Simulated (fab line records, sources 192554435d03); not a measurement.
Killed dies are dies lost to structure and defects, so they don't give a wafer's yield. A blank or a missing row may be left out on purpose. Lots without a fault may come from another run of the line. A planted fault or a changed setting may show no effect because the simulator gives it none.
Chamber matching | flow n5_finfet | N5_DUMMY_GATE_ALD_02 on ald_sin-04: 4 sister chambers
The step deposits SiO2, target thk 2 nm, pulse time 1 s. 8 wafers are shown with their chamber, then 9 later ones without.

WAFERS WITH THEIR CHAMBER
wafer  | chamber | heater_power_w (W) | heater_power_outer_w (W)
L077.2 | 1       | 486                | 295
L080.6 | 1       | 511                | 299
L084.1 | 2       | 451                | 253
L084.2 | 3       | 441                | 246
L084.4 | 0       | 538                | 276
L087.3 | 3       | 451                | 251
L087.4 | 2       | 436                | 256
L087.6 | 0       | 531                | 276

WAFERS WITHOUT THEIR CHAMBER
wafer  | heater_power_w (W) | heater_power_outer_w (W)
L089.4 | 499                | 296
L089.5 | 523                | 282
L089.6 | 448                | 233
L090.3 | 437                | 254
L090.5 | 445                | 245
L090.6 | 438                | 251
L095.1 | 479                | 302
L095.5 | 428                | 258
L095.6 | 498                | 296

WHICH CHAMBER EACH WENT THROUGH
wafer  | from the rows above     | in truth
L089.4 | 1                       | 1
L089.5 | 0                       | 0
L089.6 | 3                       | 3
L090.3 | can't be placed: 2 or 3 | 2
L090.5 | 3                       | 3
L090.6 | can't be placed: 3 or 2 | 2
L095.1 | 1                       | 1
L095.5 | 2                       | 2
L095.6 | 1                       | 1
Placed correctly: 7 of 9. Can't be placed from these rows: 2 (the true chamber is among the candidates in 2). Placed wrongly: 0.
How it was worked out, from the rows above alone: a wafer's distance from a chamber is the root of the sum, over the readings, of the square of ((its reading less the chamber's mean) divided by the reading's scatter). The wafer belongs to the nearest chamber; if the next one is less than 2 further off, it can't be placed. A chamber's mean is the mean of its shown wafers. The scatter: the root of (the sum of the squares of (reading less its chamber's mean) over the shown wafers, divided by (wafers less chambers)).
